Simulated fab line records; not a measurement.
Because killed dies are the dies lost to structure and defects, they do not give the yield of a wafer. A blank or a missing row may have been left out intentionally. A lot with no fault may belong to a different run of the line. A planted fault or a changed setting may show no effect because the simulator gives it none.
fab line records	flow nand_harc
record lots=24	wafers=72	last_day=33
route steps=1302 shown P_GATE@202 P_CONTACT@246 P_M0@265
lots that met no fault: taken from a fault-free run of the same line
start_h: hours from the record's first day to the start of the lot's first wafer shown	wait_h: hours since the lot's step before	" same as the row above	L1.1+2: several wafers, shown together as one row	- value missing, or start not given	* or withheld: withheld	< > ~ a bound
route shown NAME@n: NAME is a module with steps in the file, n the number in the route of the first one	usual: average and standard deviation across the fault-free wafers	same: alike in all rows	chamber/n: place in a boat	sites: readings site by site	_std_site: their standard deviation	_edge_site: inner sites' mean taken away from outer sites' mean	radius_mm: how far each site lies from the wafer's centre	mask NAME#n: copy n	behind: the most recent tool/chamber to have shaped the wafer	hold: what put the lot on hold/how long, in hours/how the hold closed	device: names the non-switching transistor (n, p or np)	end of line: at the end of the route, the tests of the same wafers	a step given without rows: its recipe and nothing more	killed: not the wafer's yield, but the dies lost to structure and defects at the first sort	map: a wafer's dies, marking killed ones x, the rest . and places with no die _
set.NAME: setting as actually run; set.NAME@STEP: the setting as run at that earlier step	model.NAME: the simulator's own value behind a step, which no gauge read
one table for each step of the route and one row for each wafer, over a sample of lots
services: the hour from which a tool's chamber was out of use, counted from the record's first day as start_h (under 0 if before that day), plus the number of hours and why
## steps
# step NHARC_P_GATE_DESCUM_93
# recipe time_s=3	o2_flow_sccm=200	ar_flow_sccm=0	bias_power_w=0	chemistry=O2
# usual drypump_motor_current_A=5.7/0.53	oes_product_au=1.004/0.016	rf_vpp_V=57.8/0.82	showerhead_plenum_p_Torr=1.91/0.073	throttle_valve_pct=11.312/0.0096
lot.wafer	tool	chamber	start_h	wait_h	drypump_motor_current_A	oes_product_au	rf_hours_counter_h	rf_vpp_V	showerhead_plenum_p_Torr	throttle_valve_pct
L074.2	rie_diel-08	0	109.14	-	5.3	1.015	6	59.9	1.83	11.311
L074.3	"	1	"	"	5.2	1.013	9	58.4	2.03	11.322
L074.5	"	0	"	"	5.4	0.996	-	57.7	1.83	11.317
L075.4	rie_diel-08	1	124.75	-	5.2	1.026	9	56.9	2.03	11.316
L075.2	"	2	"	"	4.9	1.008	10	57.2	1.87	11.305
L075.5	"	0	"	"	5.3	1.004	-	57.6	1.83	11.319
L076.4	rie_diel-07	3	136.76	-	6.1	1.001	1	57.0	1.78	11.317
L076.1	"	0	"	"	5.6	0.988	1	57.5	1.98	11.294
L076.2	"	2	"	"	6.3	0.992	1	57.9	1.94	11.308
L077.3	rie_diel-04	2	138.04	-	6.2	1.026	5	56.9	1.86	11.309
L077.4	"	0	"	"	5.8	1.004	7	58.0	1.96	11.306
L077.5	"	3	"	"	5.3	0.992	-	58.5	1.91	11.316
L078.3	rie_diel-07	3	149.70	-	6.1	1.000	1	56.3	1.78	11.297
L078.1	"	0	"	"	5.6	0.988	1	57.3	1.98	11.309
L078.5	"	2	"	"	6.3	0.973	-	57.8	1.94	11.302
L079.4	rie_diel-08	0	161.08	-	5.3	1.009	8	57.5	1.83	11.305
L079.1	"	2	"	"	5.0	1.020	11	57.4	1.87	11.316
L079.5	"	0	"	"	5.3	1.002	-	58.1	1.83	11.300
L080.1	rie_diel-08	0	171.38	-	5.4	1.012	9	58.4	1.83	11.306
L080.2	"	2	"	"	4.9	1.019	12	57.6	1.87	11.311
L080.6	"	0	"	"	5.3	1.000	-	58.2	1.83	11.317
L081.2	rie_diel-08	0	187.10	-	5.4	1.019	9	59.1	1.83	11.320
L081.3	"	3	"	"	6.5	1.007	12	57.6	1.89	11.324
L081.6	"	1	"	"	5.2	1.039	-	58.6	2.03	11.314
L082.1	rie_diel-04	1	189.29	-	6.3	1.011	0	57.3	1.93	11.309
L082.4	"	2	"	"	6.2	1.019	0	58.1	1.85	11.323
L082.2	"	3	"	"	5.3	1.015	0	57.6	1.91	11.308
L083.1	rie_diel-07	0	206.57	-	5.6	0.982	3	58.3	1.98	11.308
L083.4	"	1	"	"	6.0	1.015	4	58.2	2.03	11.279
L083.3	"	3	"	"	6.1	0.979	4	56.8	1.78	11.312
L084.4	rie_diel-08	0	211.52	-	5.3	1.023	0	58.1	1.83	11.335
L084.2	"	3	"	"	6.5	1.009	0	57.3	1.89	11.312
L084.6	"	1	"	"	5.2	1.021	-	59.4	2.03	11.320
L085.3	rie_diel-04	1	223.68	-	6.3	0.993	2	56.8	1.93	11.318
L085.5	"	1	"	"	6.3	1.000	-	57.3	1.93	11.311
L085.6	"	2	"	"	6.2	1.017	-	57.3	1.85	11.293
L086.3	rie_diel-04	0	240.16	-	5.8	0.970	6	57.4	1.96	11.317
L086.6	"	0	"	"	5.8	0.964	-	58.1	1.96	11.301
L086.5	"	1	"	"	6.3	0.992	-	57.6	1.93	11.323
L087.4	rie_diel-08	3	240.43	-	6.5	1.003	1	57.7	1.89	11.306
L087.2	"	1	"	"	5.2	1.011	2	59.2	2.03	11.306
L087.5	"	2	"	"	5.0	1.014	-	58.2	1.87	11.328
L089.3	rie_diel-07	1	256.80	-	6.0	1.021	6	57.0	2.03	11.317
L089.5	"	1	"	"	6.0	1.023	-	59.3	2.03	11.307
L089.6	"	2	"	"	6.3	0.989	-	57.8	1.93	11.320
L088.3	rie_diel-08	2	258.04	-	4.9	1.012	3	57.9	1.86	11.298
L088.1	"	0	"	"	5.3	1.014	2	57.7	1.83	11.316
L088.5	"	3	"	"	6.5	1.008	-	57.6	1.89	11.301
L090.3	rie_diel-07	1	273.75	-	6.0	1.020	7	59.2	2.03	11.313
L090.1	"	2	"	"	6.2	0.986	7	58.0	1.93	11.311
L090.4	"	0	"	"	5.6	0.984	6	58.2	1.98	11.317
L091.1	rie_diel-07	0	275.96	-	5.6	0.983	6	59.0	1.98	11.303
L091.2	"	1	"	"	6.0	1.019	7	58.1	2.03	11.316
L091.6	"	1	"	"	6.0	1.006	-	59.4	2.03	11.311
L092.1	rie_diel-08	2	293.04	-	5.0	0.996	5	57.9	1.86	11.305
L092.4	"	0	"	"	5.3	1.000	5	56.3	1.83	11.323
L092.6	"	2	"	"	5.0	0.992	-	58.0	1.86	11.290
L093.1	rie_diel-08	0	300.88	-	5.3	1.019	5	57.2	1.83	11.303
L093.2	"	1	"	"	5.2	0.998	4	58.4	2.03	11.294
L093.6	"	2	"	"	4.9	1.015	-	58.4	1.86	11.302
L094.1	rie_diel-04	2	311.96	-	6.2	1.018	11	57.4	1.85	11.326
L094.2	"	0	"	"	5.8	0.948	10	57.1	1.96	11.320
L094.6	"	2	"	"	6.2	1.022	-	57.6	1.85	11.321
L095.3	rie_diel-08	2	318.39	-	4.9	1.009	7	57.1	1.86	11.323
L095.5	"	2	"	"	4.9	1.010	-	57.9	1.86	11.310
L095.6	"	3	"	"	6.5	1.001	-	57.1	1.89	11.298
L096.3	rie_diel-08	1	331.95	-	5.2	0.994	6	58.0	2.03	11.313
L096.2	"	3	"	"	6.5	1.010	7	58.5	1.89	11.319
L096.5	"	2	"	"	5.0	0.988	-	56.8	1.86	11.325
L097.3	rie_diel-04	3	338.49	-	5.4	1.026	13	58.3	1.91	11.310
L097.4	"	1	"	"	6.3	0.992	13	57.9	1.92	11.321
L097.6	"	2	"	"	6.2	1.025	-	58.0	1.85	11.321
# step NHARC_P_GATE_STRIP_113
# recipe power_w=1500	temp_c=110	time_s=740	chemistry=N2/H2
# usual drypump_motor_current_A=5.7/0.58	heater_power_w=82/4.3
lot.wafer	tool	chamber	start_h	wait_h	drypump_motor_current_A	heater_power_w	rf_hours_counter_h
L074.2	plasma_asher-02	1	109.62	0.3	6.5	79	7
L074.3	"	1	"	"	6.5	81	-
L074.5	"	1	"	"	6.5	80	-
L075.2	plasma_asher-02	0	125.10	0.2	4.9	80	8
L075.4	"	1	"	"	6.5	81	-
L075.5	"	1	"	"	6.5	80	-
L076.2	plasma_asher-02	1	137.13	0.2	6.5	80	11
L076.1	"	0	"	"	5.0	81	11
L076.4	"	0	"	"	5.0	80	-
L077.4	plasma_asher-02	0	138.65	0.3	5.0	78	-
L077.3	"	1	"	"	6.5	81	-
L077.5	"	0	"	"	5.0	79	-
L078.1	plasma_asher-01	1	150.16	0.3	5.5	92	33
L078.3	"	0	"	"	5.9	84	-
L078.5	"	1	"	"	5.5	91	-
L079.1	plasma_asher-01	1	161.57	0.3	5.5	92	35
L079.4	"	1	"	"	5.5	93	-
L079.5	"	1	"	"	5.5	92	-
L080.2	plasma_asher-02	1	171.77	0.2	6.5	79	20
L080.1	"	0	"	"	5.0	80	20
L080.6	"	0	"	"	5.0	80	-
L081.2	plasma_asher-01	1	187.49	0.2	5.5	90	2
L081.3	"	1	"	"	5.5	88	-
L081.6	"	0	"	"	6.0	84	-
L082.2	plasma_asher-01	0	189.66	0.2	5.9	84	3
L082.1	"	1	"	"	5.5	89	3
L082.4	"	1	"	"	5.5	88	-
L083.1	plasma_asher-02	0	207.06	0.3	4.9	79	27
L083.3	"	1	"	"	6.5	81	-
L083.4	"	0	"	"	4.9	81	-
L084.2	plasma_asher-02	0	211.89	0.2	5.0	80	27
L084.4	"	0	"	"	5.0	78	-
L084.6	"	0	"	"	5.0	80	-
L085.3	plasma_asher-02	0	224.41	0.5	5.0	79	-
L085.6	"	1	"	"	6.5	80	-
L085.5	"	0	"	"	5.0	80	-
L086.3	plasma_asher-01	1	240.77	0.4	5.5	89	-
L086.6	"	1	"	"	5.5	87	-
L086.5	"	0	"	"	5.9	81	-
L087.2	plasma_asher-02	1	240.98	0.4	6.5	81	34
L087.4	"	1	"	"	6.5	79	-
L087.5	"	0	"	"	5.0	81	-
L089.3	plasma_asher-01	0	257.52	0.5	5.9	83	-
L089.5	"	1	"	"	5.5	88	-
L089.6	"	0	"	"	5.9	84	-
L088.1	plasma_asher-02	1	258.41	0.2	6.5	82	0
L088.3	"	0	"	"	5.0	73	-
L088.5	"	0	"	"	5.0	74	-
L090.1	plasma_asher-01	0	274.23	0.3	5.9	83	20
L090.3	"	1	"	"	5.5	88	-
L090.4	"	0	"	"	5.9	83	-
L091.1	plasma_asher-02	0	276.33	0.2	5.0	73	3
L091.2	"	1	"	"	6.5	82	3
L091.6	"	0	"	"	5.0	73	-
L092.1	plasma_asher-02	0	293.40	0.2	5.0	75	6
L092.4	"	0	"	"	5.0	75	-
L092.6	"	0	"	"	5.0	71	-
L093.2	plasma_asher-01	0	301.22	0.2	5.9	83	25
L093.1	"	1	"	"	5.5	89	25
L093.6	"	1	"	"	5.5	87	-
L094.1	plasma_asher-01	0	312.33	0.2	6.0	83	27
L094.2	"	1	"	"	5.5	88	27
L094.6	"	0	"	"	5.9	82	-
L095.3	plasma_asher-02	1	319.00	0.4	6.5	82	-
L095.6	"	1	"	"	6.5	82	-
L095.5	"	0	"	"	5.0	72	-
L096.2	plasma_asher-01	1	332.43	0.3	5.5	87	31
L096.3	"	1	"	"	5.4	87	-
L096.5	"	0	"	"	5.9	84	-
L097.4	plasma_asher-01	1	339.09	0.3	5.5	90	-
L097.3	"	0	"	"	5.9	83	-
L097.6	"	0	"	"	5.9	83	-
# step NHARC_P_GATE_STRIP_95
# recipe power_w=1500	temp_c=250	chemistry=O2
# usual drypump_motor_current_A=5.7/0.58	heater_power_w=308/17
lot.wafer	tool	chamber	start_h	wait_h	drypump_motor_current_A	heater_power_w	rf_hours_counter_h
L074.2	plasma_asher-02	1	110.22	0.5	6.5	302	7
L074.3	"	1	"	"	6.5	295	-
L074.5	"	1	"	"	6.5	309	-
L075.2	plasma_asher-02	0	125.81	0.6	5.0	293	9
L075.4	"	1	"	"	6.5	291	-
L075.5	"	1	"	"	6.5	301	-
L076.2	plasma_asher-02	1	137.84	0.6	6.5	299	12
L076.1	"	0	"	"	5.0	293	12
L076.4	"	0	"	"	5.0	309	-
L077.4	plasma_asher-02	0	139.14	0.4	5.0	294	-
L077.3	"	1	"	"	6.5	308	-
L077.5	"	0	"	"	5.0	304	-
L078.1	plasma_asher-01	1	150.77	0.5	5.5	343	34
L078.3	"	0	"	"	5.9	312	-
L078.5	"	1	"	"	5.5	338	-
L079.1	plasma_asher-01	1	162.18	0.5	5.5	338	36
L079.4	"	1	"	"	5.5	340	-
L079.5	"	1	"	"	5.5	339	-
L080.2	plasma_asher-02	1	172.49	0.6	6.5	305	21
L080.1	"	0	"	"	5.0	302	21
L080.6	"	0	"	"	5.0	292	-
L081.2	plasma_asher-01	1	188.21	0.6	5.5	331	2
L081.3	"	1	"	"	5.5	330	-
L081.6	"	0	"	"	6.0	316	-
L082.2	plasma_asher-01	0	190.37	0.6	5.9	317	4
L082.1	"	1	"	"	5.5	335	4
L082.4	"	1	"	"	5.5	332	-
L083.1	plasma_asher-02	0	207.66	0.5	5.0	299	27
L083.3	"	1	"	"	6.5	299	-
L083.4	"	0	"	"	5.0	298	-
L084.2	plasma_asher-02	0	212.62	0.6	5.0	304	28
L084.4	"	0	"	"	5.0	290	-
L084.6	"	0	"	"	5.0	299	-
L085.3	plasma_asher-02	0	224.80	0.3	5.0	298	-
L085.6	"	1	"	"	6.5	303	-
L085.5	"	0	"	"	5.0	296	-
L086.3	plasma_asher-01	1	241.27	0.4	5.5	339	-
L086.6	"	1	"	"	5.5	326	-
L086.5	"	0	"	"	5.9	316	-
L087.2	plasma_asher-02	1	241.58	0.5	6.5	305	35
L087.4	"	1	"	"	6.5	303	-
L087.5	"	0	"	"	5.0	299	-
L089.3	plasma_asher-01	0	257.91	0.3	6.0	311	-
L089.5	"	1	"	"	5.5	333	-
L089.6	"	0	"	"	5.9	310	-
L088.1	plasma_asher-02	1	259.13	0.6	6.5	317	1
L088.3	"	0	"	"	5.0	281	-
L088.5	"	0	"	"	5.0	275	-
L090.1	plasma_asher-01	0	274.84	0.5	5.9	305	21
L090.3	"	1	"	"	5.5	333	-
L090.4	"	0	"	"	5.9	314	-
L091.1	plasma_asher-02	0	277.05	0.6	5.0	278	4
L091.2	"	1	"	"	6.5	307	4
L091.6	"	0	"	"	5.0	272	-
L092.1	plasma_asher-02	0	294.12	0.6	5.0	272	7
L092.4	"	0	"	"	5.0	273	-
L092.6	"	0	"	"	5.0	279	-
L093.2	plasma_asher-01	0	301.94	0.6	5.9	312	26
L093.1	"	1	"	"	5.4	336	26
L093.6	"	1	"	"	5.5	328	-
L094.1	plasma_asher-01	0	313.04	0.6	5.9	312	28
L094.2	"	1	"	"	5.5	320	28
L094.6	"	0	"	"	5.9	307	-
L095.3	plasma_asher-02	1	319.49	0.4	6.5	293	-
L095.6	"	1	"	"	6.5	302	-
L095.5	"	0	"	"	5.0	281	-
L096.2	plasma_asher-01	1	333.04	0.5	5.5	327	32
L096.3	"	1	"	"	5.5	335	-
L096.5	"	0	"	"	5.9	309	-
L097.4	plasma_asher-01	1	339.59	0.4	5.5	336	-
L097.3	"	0	"	"	5.9	311	-
L097.6	"	0	"	"	5.9	308	-
# step NHARC_P_CONTACT_PVD_32
# recipe target_thk_a=50	chamber_pressure_pa=5	power_w=5000	substrate_temp_c=200	time_s=17.7	material=Ti
# usual throttle_valve_pct=29.8/0.75
lot.wafer	tool	chamber	start_h	wait_h	throttle_valve_pct
L074.3	pvd_sputter-02	-	-	-	29.5
L074.2	"	-	"	"	29.5
L074.5	"	-	"	"	29.3
L075.4	pvd_sputter-03	-	-	-	30.1
L075.2	"	-	"	"	29.7
L075.5	"	-	"	"	29.4
L076.1	pvd_sputter-01	-	-	-	29.1
L076.4	"	-	"	"	29.0
L076.2	"	-	"	"	28.8
L077.4	pvd_sputter-01	-	-	-	28.9
L077.3	"	-	"	"	29.0
L077.5	"	-	"	"	29.3
L078.1	pvd_sputter-03	-	-	-	30.3
L078.3	"	-	"	"	29.6
L078.5	"	-	"	"	29.6
L079.1	pvd_sputter-02	-	167.66	0.1	29.2
L079.4	"	-	"	"	29.5
L079.5	"	-	"	"	29.4
L080.2	pvd_sputter-01	-	-	-	28.5
L080.1	"	-	"	"	29.5
L080.6	"	-	"	"	29.0
L081.2	pvd_sputter-02	-	-	-	30.2
L081.3	"	-	"	"	29.4
L081.6	"	-	"	"	30.1
L082.4	pvd_sputter-02	-	-	-	29.2
L082.2	"	-	"	"	30.5
L082.1	"	-	"	"	29.6
L083.1	pvd_sputter-01	-	-	-	29.5
L083.4	"	-	"	"	28.9
L083.3	"	-	"	"	29.1
L084.4	pvd_sputter-03	-	-	-	30.2
L084.2	"	-	"	"	30.9
L084.6	"	-	"	"	30.2
L085.3	pvd_sputter-02	-	-	-	30.8
L085.5	"	-	"	"	29.5
L085.6	"	-	"	"	30.8
L086.3	pvd_sputter-02	-	-	-	30.8
L086.5	"	-	"	"	29.5
L086.6	"	-	"	"	30.7
L087.4	pvd_sputter-03	-	-	-	30.8
L087.2	"	-	"	"	30.1
L087.5	"	-	"	"	30.7
L089.3	pvd_sputter-02	-	-	-	30.5
L089.5	"	-	"	"	30.6
L089.6	"	-	"	"	30.1
L088.3	pvd_sputter-02	-	-	-	30.1
L088.1	"	-	"	"	29.5
L088.5	"	-	"	"	29.5
L090.4	pvd_sputter-02	-	-	-	29.4
L090.1	"	-	"	"	31.0
L090.3	"	-	"	"	30.3
L091.2	pvd_sputter-01	-	-	-	29.1
L091.1	"	-	"	"	29.1
L091.6	"	-	"	"	28.4
L092.1	pvd_sputter-03	-	-	-	30.6
L092.4	"	-	"	"	30.4
L092.6	"	-	"	"	30.8
L093.1	pvd_sputter-01	-	-	-	29.2
L093.2	"	-	"	"	28.5
L093.6	"	-	"	"	29.3
L094.1	pvd_sputter-01	-	-	-	28.4
L094.2	"	-	"	"	29.1
L094.6	"	-	"	"	29.8
L095.3	pvd_sputter-03	-	-	-	30.4
L095.5	"	-	"	"	30.0
L095.6	"	-	"	"	30.7
L096.3	pvd_sputter-03	-	-	-	30.4
L096.2	"	-	"	"	30.4
L096.5	"	-	"	"	30.2
L097.4	pvd_sputter-01	-	-	-	29.3
L097.3	"	-	"	"	28.6
L097.6	"	-	"	"	29.0
# step NHARC_P_CONTACT_CMP_24
# recipe t_overpolish_s=30	target_thk_nm=200
# usual motor_current_A=11.9/1	overpolish_run_s=30.000/0.0088	time_to_endpoint_s=41/3.1
lot.wafer	tool	chamber	start_h	wait_h	motor_current_A	overpolish_run_s	time_to_endpoint_s
L074.2	cmp-02	2	116.47	0.6	10.8	30.008	44
L074.3	"	3	"	"	13.8	29.991	38
L074.5	"	1	"	"	12.4	30.002	45
L075.4	cmp-01	1	132.17	0.3	13.2	29.992	41
L075.2	"	2	"	"	10.4	29.990	38
L075.5	"	0	"	"	12.7	29.998	42
L076.2	cmp-02	0	144.12	0.5	10.7	30.000	41
L076.4	"	1	"	"	11.5	29.993	45
L076.1	"	2	"	"	11.6	30.002	44
L077.3	cmp-01	2	145.53	0.4	10.9	29.995	38
L077.4	"	0	"	"	12.9	29.998	43
L077.5	"	1	"	"	12.9	30.001	44
L078.1	cmp-03	3	157.34	0.5	11.2	29.988	39
L078.3	"	1	"	"	11.6	30.011	43
L078.5	"	2	"	"	12.2	30.006	41
L079.1	cmp-02	1	168.71	0.6	12.1	29.993	43
L079.4	"	3	"	"	13.5	30.016	40
L079.5	"	2	"	"	11.4	29.999	44
L080.2	cmp-01	3	179.07	0.5	11.8	30.010	41
L080.1	"	0	"	"	12.9	30.005	41
L080.6	"	3	"	"	11.2	29.977	43
L081.2	cmp-02	3	194.76	0.5	13.4	29.993	39
L081.3	"	0	"	"	10.5	30.007	40
L081.6	"	0	"	"	10.4	29.995	39
L082.4	cmp-03	3	196.56	0.3	10.9	30.009	39
L082.2	"	0	"	"	12.2	30.000	44
L082.1	"	2	"	"	12.4	30.001	43
L083.1	cmp-03	2	214.08	0.5	12.6	29.985	41
L083.4	"	0	"	"	13.3	29.993	41
L083.3	"	1	"	"	11.5	30.005	41
L084.4	cmp-02	3	218.85	0.3	13.9	30.005	40
L084.2	"	0	"	"	10.4	29.998	43
L084.6	"	0	"	"	10.8	29.997	43
L085.3	cmp-01	0	231.19	0.4	12.4	29.991	42
L085.6	"	2	"	"	10.9	29.994	39
L085.5	"	3	"	"	11.6	29.989	48
L086.3	cmp-01	2	247.83	0.3	11.3	30.007	39
L086.6	"	2	"	"	11.2	29.996	41
L086.5	"	3	"	"	11.5	30.002	45
L087.4	cmp-02	1	247.95	0.3	12.0	30.000	40
L087.2	"	3	"	"	13.5	29.994	39
L087.5	"	2	"	"	11.7	29.980	43
L089.3	cmp-03	0	264.84	0.7	13.1	29.979	41
L089.6	"	3	"	"	11.1	30.003	39
L089.5	"	0	"	"	14.1	30.010	43
L088.3	cmp-03	0	265.82	0.4	14.0	30.005	45
L088.1	"	1	"	"	11.1	30.007	45
L088.5	"	0	"	"	12.9	29.995	43
L090.1	cmp-03	2	281.54	0.6	11.3	30.004	40
L090.4	"	3	"	"	11.5	30.004	36
L090.3	"	0	"	"	13.5	29.995	40
L091.2	cmp-02	0	283.36	0.6	10.6	29.987	36
L091.1	"	2	"	"	11.1	30.000	42
L091.6	"	3	"	"	13.8	29.996	37
L092.4	cmp-02	0	300.64	0.3	10.9	30.000	35
L092.1	"	3	"	"	13.8	29.996	34
L092.6	"	1	"	"	12.4	29.987	40
L093.1	cmp-02	1	308.34	0.5	12.2	30.014	38
L093.2	"	3	"	"	13.9	29.992	37
L093.6	"	1	"	"	12.6	29.993	40
L094.2	cmp-03	0	319.39	0.6	12.6	29.995	42
L094.1	"	2	"	"	12.4	30.013	39
L094.6	"	0	"	"	12.6	29.993	39
L095.3	cmp-03	0	326.21	0.5	12.6	29.992	39
L095.5	"	1	"	"	11.2	30.002	42
L095.6	"	2	"	"	12.4	30.001	41
L096.2	cmp-02	1	339.38	0.5	12.3	29.989	41
L096.3	"	3	"	"	13.7	30.001	36
L096.5	"	0	"	"	10.7	30.010	35
L097.4	cmp-02	0	345.93	0.4	11.5	30.009	41
L097.3	"	1	"	"	13.2	29.995	40
L097.6	"	0	"	"	10.3	29.989	39
# step NHARC_P_M0_INSPECT_11
# usual raw_defect_count=4.2/2.8
lot.wafer	tool	chamber	start_h	wait_h	raw_defect_count
L074.2	defect_inspect-02	-	117.72	0.0	4
L074.3	"	-	"	"	1
L074.5	"	-	"	"	0
L075.2	defect_inspect-01	-	133.58	0.0	0
L075.4	"	-	"	"	3
L075.5	"	-	"	"	1
L076.1	defect_inspect-01	-	145.56	0.0	3
L076.2	"	-	"	"	3
L076.4	"	-	"	"	4
L077.3	defect_inspect-02	-	146.81	0.0	2
L077.4	"	-	"	"	4
L077.5	"	-	"	"	6
L078.1	defect_inspect-01	-	158.75	0.0	11
L078.3	"	-	"	"	7
L078.5	"	-	"	"	10
L079.1	defect_inspect-02	-	170.15	0.0	3
L079.4	"	-	"	"	5
L079.5	"	-	"	"	3
L080.1	defect_inspect-02	-	180.36	0.0	4
L080.2	"	-	"	"	7
L080.6	"	-	"	"	2
L081.2	defect_inspect-02	-	196.24	0.0	11
L081.3	"	-	"	"	7
L081.6	"	-	"	"	8
L082.1	defect_inspect-01	-	197.86	0.0	2
L082.2	"	-	"	"	6
L082.4	"	-	"	"	5
L083.1	defect_inspect-02	-	215.52	0.0	2
L083.3	"	-	"	"	4
L083.4	"	-	"	"	6
L084.2	defect_inspect-01	-	220.15	0.0	4
L084.4	"	-	"	"	7
L084.6	"	-	"	"	5
L085.3	defect_inspect-01	-	232.58	0.0	14
L085.5	"	-	"	"	12
L085.6	"	-	"	"	13
L086.3	defect_inspect-01	-	249.13	0.0	1
L086.5	"	-	"	"	4
L086.6	"	-	"	"	1
L087.2	defect_inspect-01	-	249.38	0.0	3
L087.4	"	-	"	"	4
L087.5	"	-	"	"	2
L089.3	defect_inspect-01	-	266.25	0.0	6
L089.5	"	-	"	"	4
L089.6	"	-	"	"	2
L088.1	defect_inspect-01	-	267.24	0.0	1
L088.3	"	-	"	"	1
L088.5	"	-	"	"	1
L090.1	defect_inspect-02	-	282.97	0.0	6
L090.3	"	-	"	"	4
L090.4	"	-	"	"	7
L091.1	defect_inspect-01	-	284.76	0.0	1
L091.2	"	-	"	"	4
L091.6	"	-	"	"	1
L092.1	defect_inspect-01	-	302.08	0.0	4
L092.4	"	-	"	"	1
L092.6	"	-	"	"	2
L093.1	defect_inspect-01	-	309.64	0.0	2
L093.2	"	-	"	"	5
L093.6	"	-	"	"	1
L094.1	defect_inspect-01	-	320.67	0.0	3
L094.2	"	-	"	"	7
L094.6	"	-	"	"	4
L095.3	defect_inspect-02	-	327.45	0.0	4
L095.5	"	-	"	"	2
L095.6	"	-	"	"	1
L096.2	defect_inspect-01	-	340.79	0.0	4
L096.3	"	-	"	"	6
L096.5	"	-	"	"	11
L097.3	defect_inspect-01	-	347.36	0.0	6
L097.4	"	-	"	"	5
L097.6	"	-	"	"	2
## services
tool	chamber	start_h	hours	kind
pvd_sputter-02	-	104.02	10.0	pm
rie_diel-08	1	112.78	9.7	repair
cmp-03	-	119.82	2.1	repair
plasma_asher-02	-	122.13	2.3	repair
cmp-02	-	122.30	1.8	repair
cmp-02	-	134.58	4.0	pm
cmp-03	-	162.06	4.0	pm
plasma_asher-01	-	165.00	9.0	pm
cmp-02	-	174.22	1.0	repair
cmp-03	-	174.33	3.6	repair
rie_diel-08	2	181.54	8.8	repair
rie_diel-08	-	190.86	9.0	pm
cmp-03	-	191.75	4.4	repair
cmp-03	-	200.90	0.3	repair
plasma_asher-01	-	201.36	4.4	repair
cmp-03	-	216.43	1.2	repair
cmp-03	-	218.38	1.9	repair
cmp-03	-	223.16	2.6	repair
cmp-02	-	232.58	4.0	pm
plasma_asher-02	-	249.05	9.0	pm
rie_diel-08	1	274.08	4.2	repair
pvd_sputter-02	-	282.02	10.0	pm
cmp-02	-	330.58	4.0	pm
plasma_asher-01	-	342.00	9.0	pm
## key
fault none
